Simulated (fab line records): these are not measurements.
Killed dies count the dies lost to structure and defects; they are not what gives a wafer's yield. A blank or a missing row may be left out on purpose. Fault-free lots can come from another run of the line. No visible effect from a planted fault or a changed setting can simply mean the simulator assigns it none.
Lot-split experiment    flow n5_finfet    7 lots, 39 wafers read, on a route of 1938 steps

ABOUT THE SPLIT
At N5_MOL_CONTACT_COAG_ALD_20 (deposits TiN, target thk 1.5 nm, pulse time 1 s, purge time 3 s), the setting ald_cycles was moved away from the recipe's 68 on 15 of the 39 wafers read, by -17.6% to +5.9%. The other wafers ran this setting at the recipe's value.

Reading taken at the split's own step.

THE READING
TiN_of_MOL_CONTACT_COAG_ALD_20.thk_nm (the simulator's own value, which no gauge read), in nm, at N5_MOL_CONTACT_COAG_ALD_20 (deposits TiN, target thk 1.5 nm, pulse time 1 s, purge time 3 s). There is no usual value for it anywhere in the file. The 24 wafers here that ran the recipe average 1.5 nm, standard deviation 0.1 nm.

wafer   tool, chamber at the split  ald_cycles as run  against the recipe  TiN_of_MOL_CONTACT_COAG_ALD_20.thk_nm, nm  against lot-mates on the recipe
L078.1  ald_metal-02, 1,3,0         68                 recipe              1.4                                        -
L078.3  ald_metal-02, 1,3,0         68                 recipe              1.4                                        -
L078.4  ald_metal-02, 1,3,0         68                 recipe              1.4                                        -
L079.1  ald_metal-03, 0,3,2,3,0     68                 recipe              1.4                                        -
L079.2  ald_metal-03, 0,3,2,3,0     68                 recipe              1.4                                        -
L079.4  ald_metal-03, 0,3,2,3,0     68                 recipe              1.4                                        -
L079.5  ald_metal-03, 0,3,2,3,0     68                 recipe              1.4                                        -
L079.6  ald_metal-03, 0,3,2,3,0     68                 recipe              1.4                                        -
L079.3  ald_metal-03, 1             68                 recipe              1.6                                        -
L082.1  ald_metal-04, 0,2,3         68                 recipe              1.6                                        -
L082.3  ald_metal-04, 0,2,3         68                 recipe              1.6                                        -
L082.6  ald_metal-04, 0,2,3         68                 recipe              1.6                                        -
L082.2  ald_metal-04, 1,3,0         72                 +5.9%               1.6                                        +0.0
L082.4  ald_metal-04, 1,3,0         72                 +5.9%               1.6                                        +0.0
L082.5  ald_metal-04, 1,3,0         72                 +5.9%               1.6                                        +0.0
L088.1  ald_metal-04, 0,2,0         56                 -17.6%              1.2                                        -0.3
L088.2  ald_metal-04, 0,2,0         56                 -17.6%              1.2                                        -0.3
L088.5  ald_metal-04, 0,2,0         56                 -17.6%              1.2                                        -0.3
L088.3  ald_metal-04, 3             68                 recipe              1.6                                        -
L088.6  ald_metal-04, 3             68                 recipe              1.6                                        -
L088.4  ald_metal-04, 1             68                 recipe              1.4                                        -
L092.1  ald_metal-04, 2,1,3         57                 -16.2%              1.2                                        -0.4
L092.3  ald_metal-04, 2,1,3         57                 -16.2%              1.2                                        -0.4
L092.6  ald_metal-04, 2,1,3         57                 -16.2%              1.2                                        -0.4
L092.2  ald_metal-04, 0,3,2         68                 recipe              1.6                                        -
L092.4  ald_metal-04, 0,3,2         68                 recipe              1.6                                        -
L092.5  ald_metal-04, 0,3,2         68                 recipe              1.6                                        -
L094.1  ald_metal-04, 2,3,1         65                 -4.4%               1.4                                        -0.1
L094.3  ald_metal-04, 2,3,1         65                 -4.4%               1.4                                        -0.1
L094.6  ald_metal-04, 2,3,1         65                 -4.4%               1.4                                        -0.1
L094.2  ald_metal-04, 0,2           68                 recipe              1.6                                        -
L094.5  ald_metal-04, 0,2           68                 recipe              1.6                                        -
L094.4  ald_metal-04, 1             68                 recipe              1.4                                        -
L095.1  ald_metal-02, 3,0,2         68                 recipe              1.4                                        -
L095.2  ald_metal-02, 3,0,2         68                 recipe              1.4                                        -
L095.3  ald_metal-02, 3,0,2         68                 recipe              1.4                                        -
L095.4  ald_metal-02, 1,3,2         64                 -5.9%               1.4                                        +0.0
L095.5  ald_metal-02, 1,3,2         64                 -5.9%               1.4                                        +0.0
L095.6  ald_metal-02, 1,3,2         64                 -5.9%               1.4                                        +0.0
If several chambers appear in one row, that row covers several wafers at once and the file leaves open which wafer was in which chamber.

THE FIT
A straight line over all 39 wafers: TiN_of_MOL_CONTACT_COAG_ALD_20.thk_nm changes by +0.0173 nm for each +1% of ald_cycles; r = +0.82; the points scatter about the line by 0.081 nm.
The same after taking each lot's own level away (the mean of its wafers on the recipe; 39 wafers): +0.0189 nm for each +1%; r = +0.87; scatter 0.072 nm.
Per that fit: largest ald_cycles move, reading shift of 0.33 nm.
Measured against the standard deviation above, the lots' own levels, which go from 1.40 to 1.60 nm, span 2.0 times it.
The two slopes are in agreement: the lot-to-lot level therefore moves the slope only a little.
Check: -0.347 nm against its lot-mates is what the line predicts for one of the wafers moved furthest among these (-17.6%) when that wafer is left out of the fit. Against them it came out at -0.333 nm.

ADDITIONAL SPLITS CARRIED BY THESE WAFERS
Other splits were also applied to these wafers ahead of the reading. Each is held against what the fit with the lots' levels taken away leaves over:
other split on the same wafers      wafers away from the commonest value  r with TiN_of_MOL_CONTACT_COAG_ALD_20.thk_nm (lot level and that fit taken away)
N5_WELL_APT_EXPOSE_05 dose_mj       15                                    +0.17
N5_FIN_SAQP_HM_DEP_72 target_thk_a  15                                    -0.27
N5_SD_EPI_N_LINER_46 target_thk_a   15                                    +0.32

THE FILE'S OWN FIT
TiN_of_MOL_CONTACT_COAG_ALD_20.thk_nm changes by +0.0196 nm for each +1% of ald_cycles, r = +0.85.
